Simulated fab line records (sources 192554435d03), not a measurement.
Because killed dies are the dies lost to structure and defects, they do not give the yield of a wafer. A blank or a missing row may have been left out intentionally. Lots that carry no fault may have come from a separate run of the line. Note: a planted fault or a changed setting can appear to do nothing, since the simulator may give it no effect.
fab line records    flow n5_finfet
record: lots: 6  wafers: 18  last_day: 18
route steps=1938 shown BEOL_M4@1096 PASSIVATION@1936
lots with no fault: from the same line, run without faults
start_h: hours from the record's opening day to when the first of the lot's shown wafers began    wait_h: how many hours have passed since the lot's step before this one    " repeats the value in the row above    L1.1+2: a single row standing in for several wafers    - either no value or no given start    * or withheld: withheld    < > ~ a bound
route shown NAME@n: NAME is a module with steps in the file, n the number in the route of the first one    usual: the fault-free wafers' mean and standard deviation    same: alike in all rows    chamber/n: place in a boat    sites: per-site readings    _std_site: how widely they spread, as a standard deviation    _edge_site: inner sites' mean taken away from outer sites' mean    radius_mm: how far each site lies from the wafer's centre    mask NAME#n: copy n    behind: tool/chamber where the wafer was last shaped    hold: what put the lot on hold/how long, in hours/how the hold closed    device: the transistor (n, p or np) that didn't switch    end of line: the same wafers' tests at the end of the route    a step without rows: its recipe alone    killed: the dies lost at the first sort to structure and to defects; this is not the yield of the wafer    map: a wafer's dies, x killed, . not, _ none there
set.NAME: the setting the step ran with; set.NAME@STEP: the setting that earlier step ran with    model.NAME: the simulator's own value behind a step, which no gauge read
a table for each step, a row for each wafer; lots at some steps of the route
services: a tool's chamber out of use, with start hour (start_h, from the record's first day; less than 0 if before it), hours out, and reason
== steps ==
step: N5_BEOL_M4_SPUTTER_92
recipe: material: Cu  target_thk_a: 45  temp_c: -20  chamber_pressure_pa: 0.07  power_w: withheld  time_s: 8.29
usual: substrate_temp_c: -19.99/0.11  throttle_valve_pct: 30.1/0.89
lot.wafer  tool            chamber  start_h  wait_h  substrate_temp_c  throttle_valve_pct
L604.1     pvd_sputter-02  -        191.64   0.1     -19.82            29.5
L604.2     "               -        "        "       -20.02            30.1
L604.3     "               -        "        "       -20.15            31.2
L607.4     pvd_sputter-02  -        214.21   0.1     -20.01            29.4
L607.5     "               -        "        "       -20.04            31.0
L607.6     "               -        "        "       -20.09            29.7
L606.1     pvd_sputter-03  -        215.40   0.1     -19.86            28.7
L606.2     "               -        "        "       -20.22            30.2
L606.6     "               -        "        "       -20.40            31.8
L615.2     pvd_sputter-01  -        272.73   0.1     -20.03            28.9
L615.4     "               -        "        "       -19.94            29.8
L615.5     "               -        "        "       -19.85            28.7
L620.2     pvd_sputter-01  -        304.31   0.1     -19.88            29.6
L620.4     "               -        "        "       -20.02            30.7
L620.6     "               -        "        "       -19.88            28.5
L622.1     pvd_sputter-02  -        308.56   0.1     -20.10            30.0
L622.2     "               -        "        "       -19.86            29.4
L622.6     "               -        "        "       -20.13            30.9
step: N5_BEOL_M4_ANNEAL_93
recipe: temp_c: 400  time_s: 240  ambient: vacuum
step: N5_BEOL_M4_SPUTTER_94
recipe: material: Cu  target_thk_a: 45  temp_c: -20  chamber_pressure_pa: 0.07  power_w: withheld  time_s: 8.29
usual: substrate_temp_c: -20.00/0.11  throttle_valve_pct: 30.2/0.87
lot.wafer  tool            chamber  start_h  wait_h  substrate_temp_c  throttle_valve_pct
L604.1     pvd_sputter-02  -        191.86   0.1     -19.85            29.5
L604.2     "               -        "        "       -19.90            29.9
L604.3     "               -        "        "       -19.85            31.6
L607.4     pvd_sputter-02  -        214.43   0.1     -19.97            29.6
L607.5     "               -        "        "       -19.85            30.9
L607.6     "               -        "        "       -20.00            29.6
L606.1     pvd_sputter-03  -        215.62   0.1     -20.10            29.0
L606.2     "               -        "        "       -20.15            30.1
L606.6     "               -        "        "       -19.98            31.4
L615.2     pvd_sputter-01  -        272.95   0.1     -20.00            28.7
L615.4     "               -        "        "       -19.88            29.7
L615.5     "               -        "        "       -20.12            28.9
L620.2     pvd_sputter-01  -        304.53   0.1     -20.10            29.7
L620.4     "               -        "        "       -19.90            30.6
L620.6     "               -        "        "       -20.13            28.6
L622.1     pvd_sputter-02  -        308.78   0.1     -20.05            30.1
L622.2     "               -        "        "       -20.22            29.8
L622.6     "               -        "        "       -19.92            31.1
step: N5_BEOL_M4_ANNEAL_95
recipe: temp_c: 400  time_s: 240  ambient: vacuum
usual: heater_power_w: 820/85
lot.wafer  tool            chamber  start_h  wait_h  heater_power_w
L604.1     pvd_sputter-02  -        191.94   0.0     750
L604.2     "               -        "        "       875
L604.3     "               -        "        "       804
L607.4     pvd_sputter-02  -        214.51   0.0     758
L607.5     "               -        "        "       765
L607.6     "               -        "        "       733
L606.1     pvd_sputter-03  -        215.70   0.0     823
L606.2     "               -        "        "       704
L606.6     "               -        "        "       901
L615.2     pvd_sputter-01  -        273.03   0.0     708
L615.4     "               -        "        "       787
L615.5     "               -        "        "       704
L620.2     pvd_sputter-01  -        304.61   0.0     798
L620.4     "               -        "        "       868
L620.6     "               -        "        "       710
L622.1     pvd_sputter-02  -        308.86   0.0     827
L622.2     "               -        "        "       740
L622.6     "               -        "        "       749
step: N5_BEOL_M4_SPUTTER_96
recipe: material: Cu  target_thk_a: 45  temp_c: -20  chamber_pressure_pa: 0.07  power_w: withheld  time_s: 8.29
step: N5_BEOL_M4_ECD_50
recipe: material: Cu  target_thk_a: 3000
step: N5_BEOL_M4_ANNEAL_51
recipe: temp_c: 225  time_s: 90  ambient: N2
step: N5_BEOL_M4_CMP_52
recipe: stop_on: SiOC  t_overpolish_s: 6.8  down_force_psi: 1  platen_rpm: 50  clearing_platen_down_force_psi: 1.5  clearing_platen_rpm: 50  post_cmp_clean: cu_alkaline  target_thk_nm: 40  clearing_platen_pad_velocity_m_s: 0.99484  pad_velocity_m_s: 0.99484
usual: barrier_field_endpoint_s: 24.8/0.5  motor_current_A: 5.9/0.42  overpolish_run_s: 6.800/0.0089  pad_life_wafers: 834/680  time_to_endpoint_s: 63.4/2.2
lot.wafer  tool    chamber  start_h  wait_h  barrier_field_endpoint_s  motor_current_A  overpolish_run_s  pad_life_wafers  time_to_endpoint_s
L604.1     cmp-03  1        192.84   0.5     24.0                      6.4              6.799             186              64.6
L604.3     "       3        "        "       24.4                      5.9              6.784             188              62.7
L604.2     "       0        "        "       24.5                      5.6              6.815             189              64.7
L607.4     cmp-01  1        215.14   0.1     25.6                      5.9              6.806             1554             60.6
L607.5     "       1        "        "       25.4                      6.0              6.813             -                61.7
L607.6     "       2        "        "       25.1                      5.9              6.803             -                61.5
L606.1     cmp-01  1        216.33   0.3     23.5                      6.1              6.798             1560             62.8
L606.2     "       3        "        "       24.5                      6.7              6.807             1562             61.9
L606.6     "       2        "        "       25.4                      5.9              6.808             -                64.8
L615.4     cmp-02  1        275.12   0.2     23.9                      5.2              6.807             511              59.4
L615.2     "       3        "        "       24.3                      5.3              6.792             513              59.2
L615.5     "       1        "        "       24.5                      5.0              6.813             -                60.8
L620.2     cmp-01  3        305.32   0.3     24.1                      6.3              6.822             164              65.5
L620.4     "       0        "        "       24.5                      5.5              6.798             165              66.8
L620.6     "       1        "        "       24.8                      5.8              6.797             -                67.3
L622.2     cmp-01  3        309.51   0.2     25.1                      6.4              6.792             192              66.1
L622.1     "       0        "        "       24.7                      5.7              6.781             193              63.9
L622.6     "       0        "        "       25.2                      5.5              6.796             -                63.9
step: N5_BEOL_M4_THK_MEAS_53
recipe: thk_meas_gauge: xrf  reads: Cu_of_BEOL_M4_ECD_50
usual: M4_THK: 39.8/1.3
lot.wafer  tool           chamber  start_h  wait_h  M4_THK[nm]
L604.1     film_metro-02  -        193.14   -       39.1
L604.2     "              -        "        "       40.8
L604.3     "              -        "        "       39.0
L607.4     film_metro-02  -        215.44   -       40.4
L607.5     "              -        "        "       41.9
L607.6     "              -        "        "       39.6
L606.1     film_metro-01  -        216.63   -       41.4
L606.2     "              -        "        "       38.4
L606.6     "              -        "        "       39.8
L615.2     film_metro-02  -        275.38   -       39.2
L615.4     "              -        "        "       38.9
L615.5     "              -        "        "       37.0
L620.2     film_metro-01  -        305.54   -       42.6
L620.4     "              -        "        "       40.9
L620.6     "              -        "        "       43.6
L622.1     film_metro-01  -        309.80   -       40.5
L622.2     "              -        "        "       38.2
L622.6     "              -        "        "       38.9
step: N5_BEOL_M4_PRE_CLEAN_60
recipe: gas: NH3/H2  time_s: 15  temp_c: *  rf_power_w: 300
step: N5_BEOL_M4_CO_CAP_55
recipe: material: Co  target_thk_a: 20  temp_c: 200  precursor: CCTBA/H2  pressure_torr: 30  time_s: 102.1
usual: chamber_pressure_Torr: 29.99/0.066  heater_power_w: 250/19
lot.wafer  tool       chamber  start_h  wait_h  chamber_pressure_Torr  heater_power_w
L604.1     cvd_co-01  2        193.21   0.0     29.91                  266
L604.2     "          0        "        "       30.01                  223
L604.3     "          1        "        "       30.03                  231
L607.4     cvd_co-02  2        215.55   0.0     30.07                  256
L607.5     "          0        "        "       30.01                  250
L607.6     "          1        "        "       29.94                  276
L606.1     cvd_co-01  0        216.71   0.0     30.04                  226
L606.2     "          2        "        "       29.94                  260
L606.6     "          2        "        "       30.09                  262
L615.2     cvd_co-02  1        275.45   0.0     29.94                  281
L615.4     "          1        "        "       29.96                  276
L615.5     "          0        "        "       29.97                  255
L620.2     cvd_co-02  0        305.61   0.0     29.93                  251
L620.4     "          1        "        "       30.05                  274
L620.6     "          0        "        "       29.87                  248
L622.1     cvd_co-01  2        309.88   0.0     29.90                  262
L622.2     "          0        "        "       29.95                  222
L622.6     "          2        "        "       29.93                  265
step: N5_BEOL_M4_PRE_CLEAN_56
recipe: gas: NH3  time_s: 15  temp_c: withheld  rf_power_w: 300
step: N5_BEOL_M4_DEP_57
recipe: material: SiCN  target_thk_a: 80  temp_c: withheld  precursor: 3MS/NH3  pressure_torr: 3  rf_w: 202  time_s: 14
usual: chamber_pressure_Torr: 3.000/0.0067  showerhead_plenum_p_Torr: 3.664/0.012  throttle_valve_pct: 9.1/0.5
lot.wafer  tool      chamber  start_h  wait_h  chamber_pressure_Torr  showerhead_plenum_p_Torr  throttle_valve_pct  model.SiCN_of_BEOL_M4_DEP_57.thk_nm
L604.1     pecvd-01  1        193.33   0.0     3.007                  3.677                     8.5                 8
L604.2     "         0        "        "       3.003                  3.665                     8.9                 8
L604.3     "         2        "        "       2.998                  3.630                     8.6                 8
L607.4     pecvd-01  1        215.65   0.0     2.991                  3.670                     8.2                 8.8
L607.5     "         2        "        "       3.006                  3.639                     8.8                 8.4
L607.6     "         0        "        "       3.005                  3.664                     8.8                 8.6
L606.1     pecvd-01  2        216.82   0.0     3.000                  3.650                     8.9                 8.2
L606.2     "         0        "        "       3.010                  3.660                     8.8                 8.2
L606.6     "         2        "        "       3.011                  3.638                     9.0                 8.6
L615.2     pecvd-02  2        275.57   0.0     2.998                  3.673                     8.9                 7.8
L615.4     "         1        "        "       3.006                  3.655                     9.8                 7.8
L615.5     "         2        "        "       3.001                  3.669                     8.9                 8
L620.2     pecvd-02  1        305.73   0.0     2.989                  3.653                     10.1                8
L620.4     "         0        "        "       3.011                  3.655                     9.7                 8.2
L620.6     "         1        "        "       2.992                  3.665                     10.0                8.4
L622.1     pecvd-01  2        310.00   0.0     3.000                  3.644                     8.9                 8
L622.2     "         0        "        "       3.006                  3.658                     9.1                 8
L622.6     "         2        "        "       3.000                  3.635                     8.9                 8
step: N5_BEOL_M4_RS_MEAS_58
recipe: thk_meas_gauge: four-point-probe  reads: Co_of_BEOL_M4_CO_CAP_55+Cu_of_BEOL_M4_ECD_50+Co_of_BEOL_M4_CVD_47+TaN_of_BEOL_M4_ALD_84
usual: M4_RS: 0.670/0.029
lot.wafer  tool           chamber  start_h  wait_h  M4_RS[ohm/sq]
L604.1     film_metro-02  -        193.40   0.0     0.678
L604.2     "              -        "        "       0.638
L604.3     "              -        "        "       0.682
L607.4     film_metro-01  -        215.70   0.0     0.658
L607.5     "              -        "        "       0.628
L607.6     "              -        "        "       0.673
L606.1     film_metro-02  -        216.89   0.0     0.633
L606.2     "              -        "        "       0.698
L606.6     "              -        "        "       0.669
L615.2     film_metro-01  -        275.64   0.1     0.679
L615.4     "              -        "        "       0.687
L615.5     "              -        "        "       0.732
L620.2     film_metro-01  -        305.80   0.1     0.614
L620.4     "              -        "        "       0.641
L620.6     "              -        "        "       0.593
L622.1     film_metro-02  -        310.06   0.0     0.657
L622.2     "              -        "        "       0.706
L622.6     "              -        "        "       0.687
step: N5_BEOL_M4_RC_MEAS_101
usual: DIBL_N: 36.3/1.6  DIBL_P: 36.4/1.8  IOFF_N: 0.163/0.027  IOFF_P: 0.22/0.033  ION_N: 673/9.8  ION_P: 461/6.7  SS_N: 71.5/0.58  SS_P: 73.4/0.67  VT_N: 249.4/2.9  VT_P: -250/3.2
lot.wafer  tool       chamber  start_h  wait_h  DIBL_N[mV/V]  DIBL_P[mV/V]  IOFF_N[nA/um]  IOFF_P[nA/um]  ION_N[uA/um]  ION_P[uA/um]  SS_N[mV/dec]  SS_P[mV/dec]  VT_N[mV]  VT_P[mV]
L604.1     prober-02  0        193.45   0.0     38.2          39.3          0.225          0.27           696           469           71.6          74.6          243.0     -246
L604.2     "          0        "        "       38.1          39.1          0.228          0.27           700           468           72.1          74.7          243.4     -247
L604.3     "          0        "        "       39.4          40.6          0.274          0.31           705           468           72.6          74.7          241.0     -245
L607.4     prober-02  0        216.21   0.5     35.9          36.6          0.151          0.21           667           467           71.6          73.6          252.2     -250
L607.5     "          0        "        "       35.6          35.8          0.147          0.20           669           462           71.3          74.0          249.0     -251
L607.6     "          0        "        "       35.8          36.5          0.152          0.21           668           462           72.3          72.7          249.7     -250
L606.1     prober-01  0        216.94   0.0     35.0          35.9          0.145          0.20           677           466           71.2          73.3          251.7     -251
L606.2     "          0        "        "       35.7          35.9          0.154          0.21           672           459           71.7          73.3          252.1     -249
L606.6     "          0        "        "       35.4          35.6          0.146          0.20           662           460           70.8          73.2          250.4     -250
L615.2     prober-01  0        275.84   0.2     35.9          37.3          0.151          0.23           675           466           71.1          73.4          248.8     -247
L615.4     "          0        "        "       36.3          37.0          0.154          0.23           675           471           70.7          73.0          249.2     -247
L615.5     "          0        "        "       36.7          37.0          0.166          0.24           675           468           70.9          73.1          250.9     -246
L620.2     prober-01  0        306.00   0.2     34.4          33.8          0.134          0.19           674           458           71.6          72.2          252.2     -251
L620.4     "          0        "        "       34.6          34.2          0.141          0.20           683           468           71.3          72.4          248.7     -250
L620.6     "          0        "        "       34.2          33.3          0.127          0.18           670           465           71.2          72.5          255.4     -253
L622.1     prober-01  0        310.12   0.0     36.2          35.0          0.141          0.19           666           457           71.1          72.9          252.0     -251
L622.2     "          0        "        "       35.6          35.0          0.136          0.20           664           461           70.9          72.2          251.3     -249
L622.6     "          0        "        "       35.7          34.4          0.134          0.19           665           456           71.0          72.9          250.9     -253
step: N5_PASSIVATION_PROBE_49
usual: defect_limited_yield: 91.6/1.4  killed_at_M0_to_M3: 30/8.7  killed_at_M4_up: 14/5.4  killed_at_contacts: 11/6.4  killed_at_front_end: 40/12  killed_at_other: 3/3.1  killed_dies: 99/17  killed_open: 64/12  killed_short: 33/8.1  sort_bin_5_function: 4.9/0.88  sort_bin_6_memory: 3.1/0.69  sort_n_pass: 1081/17  sort_yield_pct: 91.6/1.4
same: gross_dies: 1180  killed_at_back_side: 0  sort_bin_4_leakage[%]: 0  sort_bin_8_speed[%]: 0
lot.wafer  tool       chamber  start_h  wait_h  defect_limited_yield[%]  killed_at_M0_to_M3  killed_at_M4_up  killed_at_contacts  killed_at_front_end  killed_at_other  killed_dies  killed_open  killed_short  sort_bin_5_function[%]  sort_bin_6_memory[%]  sort_n_pass  sort_yield_pct[%]
L604.1     prober-02  -        309.02   0.0     89.6                     38                  6                14                  62                   3                123          65           56            5.7                     4.7                   1057         89.6
L604.2     prober-02  -        309.07   0.1     89.9                     20                  13               17                  62                   7                119          70           48            5.6                     4.0                   1061         89.9
L604.3     prober-02  -        309.12   0.1     89.9                     37                  13               15                  51                   3                119          76           43            6.4                     3.2                   1061         89.9
L606.1     prober-02  -        319.61   0.0     88.4                     29                  23               10                  69                   6                137          92           45            6.1                     5.0                   1043         88.4
L606.2     prober-02  -        319.66   0.1     90.3                     31                  19               8                   53                   4                115          73           42            5.6                     3.8                   1065         90.3
L606.6     prober-02  -        319.86   0.3     90.3                     32                  13               8                   53                   9                115          80           35            5.7                     4.0                   1065         90.3
L607.4     prober-01  -        320.20   0.2     92.9                     23                  10               9                   39                   3                84           46           38            4.2                     2.8                   1096         92.9
L607.5     prober-01  -        320.25   0.2     93.9                     26                  12               2                   29                   3                72           45           27            3.9                     1.9                   1108         93.9
L607.6     prober-01  -        320.30   0.3     94.3                     25                  5                5                   20                   12               67           38           28            3.2                     2.3                   1113         94.3
L620.2     prober-01  -        417.64   0.1     92.5                     30                  13               5                   40                   0                88           57           30            4.7                     2.5                   1092         92.5
L620.4     prober-01  -        417.74   0.2     92.2                     29                  22               8                   31                   2                92           62           28            3.8                     3.6                   1088         92.2
L620.6     prober-01  -        417.84   0.3     92.3                     32                  9                5                   43                   2                91           55           34            4.7                     2.6                   1089         92.3
killed by level:class
L604.1 FIN_SAQP:geometric_particle:open=20 FIN_SAQP:geometric_particle:short=17 MOL_CONTACT_COAG:geometric_particle:open=10 BEOL_M3:geometric_particle:open=8 BEOL_M0_SAQP:geometric_particle:short=6 GATE_CUT:geometric_particle:short=5 BEOL_M0_SAQP:geometric_particle:open=5 BEOL_M1:geometric_particle:short=5
L604.2 FIN_SAQP:geometric_particle:open=20 FIN_SAQP:geometric_particle:short=14 MOL_CONTACT_COAG:geometric_particle:open=12 GATE_CUT:geometric_particle:short=10 BEOL_M0_SAQP:geometric_particle:open=6 MOL_CONTACT_COAG:geometric_particle:short=5 BEOL_M0_SAQP:geometric_particle:short=5 DUMMY_GATE:geometric_particle:open=3
L604.3 FIN_SAQP:geometric_particle:open=14 MOL_CONTACT_COAG:geometric_particle:open=13 FIN_SAQP:geometric_particle:short=10 BEOL_M1:geometric_particle:short=7 BEOL_M3:geometric_particle:open=6 BEOL_M0_SAQP:geometric_particle:open=6 BEOL_M0_SAQP:geometric_particle:short=5 STI_FIN_REVEAL:geometric_particle:open=5
L606.1 STI_FIN_REVEAL:geometric_particle:open=18 FIN_SAQP:geometric_particle:open=17 BEOL_M4:geometric_particle:open=11 BEOL_M1:geometric_particle:open=7 BEOL_M0_SAQP:geometric_particle:short=7 FIN_SAQP:geometric_particle:short=6 MOL_CONTACT_COAG:geometric_particle:open=6 ILD0:geometric_particle:short=5
L606.2 STI_FIN_REVEAL:geometric_particle:open=15 FIN_SAQP:geometric_particle:open=9 FIN_SAQP:geometric_particle:short=8 BEOL_M4:geometric_particle:open=8 MOL_CONTACT_COAG:geometric_particle:open=7 BEOL_M1:geometric_particle:open=6 BEOL_M3:geometric_particle:open=6 GATE_CUT:geometric_particle:short=6
L606.6 STI_FIN_REVEAL:geometric_particle:open=18 BEOL_M0_SAQP:geometric_particle:open=10 FIN_SAQP:geometric_particle:open=8 STI_FIN_REVEAL:geometric_particle:short=8 MOL_CONTACT_COAG:geometric_particle:open=8 BEOL_M4:geometric_particle:open=7 PASS1_CAP:geometric_particle:short=5 DUMMY_GATE:geometric_particle:open=4
L607.4 FIN_SAQP:geometric_particle:short=12 BEOL_M3:geometric_particle:open=12 FIN_SAQP:geometric_particle:open=8 MOL_CONTACT_COAG:geometric_particle:open=5 BEOL_M0_SAQP:geometric_particle:short=5 STI_FIN_REVEAL:geometric_particle:open=4 MOL_CONTACT_COAG:geometric_particle:short=4 BEOL_M4:geometric_particle:open=4
L607.5 BEOL_M3:geometric_particle:open=14 DUMMY_GATE:geometric_particle:open=6 DUMMY_GATE:geometric_particle:short=6 BEOL_M6:geometric_particle:open=5 STI_FIN_REVEAL:geometric_particle:open=4 BEOL_M0_SAQP:geometric_particle:short=4 BEOL_M2:geometric_particle:open=4 STARTING-WAFER:geometric_particle:short=4
L607.6 BEOL_M3:geometric_particle:open=7 FIN_SAQP:geometric_particle:open=6 BEOL_M3:geometric_particle:short=6 BEOL_M0:geometric_particle:open=5 PASS1_DEP:geometric_particle:short=5 MOL_CONTACT_COAG:geometric_particle:open=4 BEOL_M6:geometric_particle:open=3 PASS1_DEP:geometric_particle:open=3
L620.2 FIN_SAQP:geometric_particle:open=12 BEOL_M0_SAQP:geometric_particle:short=10 BEOL_M0_SAQP:geometric_particle:open=10 STI_FIN_REVEAL:geometric_particle:open=9 BEOL_M4:geometric_particle:open=6 FIN_SAQP:geometric_particle:short=4 BEOL_M3:geometric_particle:open=4 DUMMY_GATE:geometric_particle:open=3
L620.4 BEOL_M4:geometric_particle:open=16 BEOL_M0_SAQP:geometric_particle:short=13 FIN_SAQP:geometric_particle:open=11 BEOL_M0_SAQP:geometric_particle:open=10 MOL_CONTACT_COAG:geometric_particle:open=7 FIN_SAQP:geometric_particle:short=5 DUMMY_GATE:geometric_particle:open=4 BEOL_M3:geometric_particle:open=4
L620.6 FIN_SAQP:geometric_particle:open=15 FIN_SAQP:geometric_particle:short=10 BEOL_M0_SAQP:geometric_particle:short=10 BEOL_M0_SAQP:geometric_particle:open=8 GATE_CUT:geometric_particle:short=6 MOL_CONTACT_COAG:geometric_particle:open=5 BEOL_M1:geometric_particle:open=5 STI_FIN_REVEAL:geometric_particle:open=4
== services ==
tool       chamber  start_h  hours  kind
cmp-03     -        170.09   -      consumable_replace:conditioner
cmp-03     -        170.09   -      consumable_replace:pad
cvd_co-01  -        178.94   6.0    pm
cmp-02     -        180.75   1.2    repair
cmp-02     -        191.73   2.4    repair
cmp-03     -        205.25   11.3   pm
cmp-02     -        207.36   4.0    pm
cmp-02     -        211.36   -      consumable_replace:conditioner
cmp-02     -        211.36   -      consumable_replace:pad
cmp-03     -        224.08   1.8    repair
cmp-02     -        234.29   0.7    repair
cvd_co-01  -        244.30   14.6   pm
pecvd-02   1        266.47   5.5    scheduled_down
cmp-01     -        270.31   5.3    pm
pecvd-01   1        276.81   4.5    repair
cmp-01     -        281.91   4.0    pm
cmp-01     -        285.91   -      consumable_replace:conditioner
cmp-01     -        285.91   -      consumable_replace:pad
cmp-01     -        289.13   0.9    repair
cmp-03     -        292.98   0.8    repair
cmp-03     -        299.13   4.0    repair
cvd_co-02  1        306.39   16.0   repair
== key ==
first_sign none at tools or gauges
model_effect: step: N5_BEOL_M4_DEP_57  value: SiCN_of_BEOL_M4_DEP_57.thk_nm  without: 8  struck: 8.467
met_at N5_BEOL_M4_DEP_57
struck_wafers L606.1,L606.2,L606.6,L607.4,L607.5,L607.6
onset_between 193.33 215.65
fault: kind: process_parameter_drift  tool: pecvd-01  chamber: -  onset_h: 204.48  steps: N5_BEOL_M4_DEP_57  channel: time_s  offset: *  shape: step  end_h: 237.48  acts_in: *  stated: *
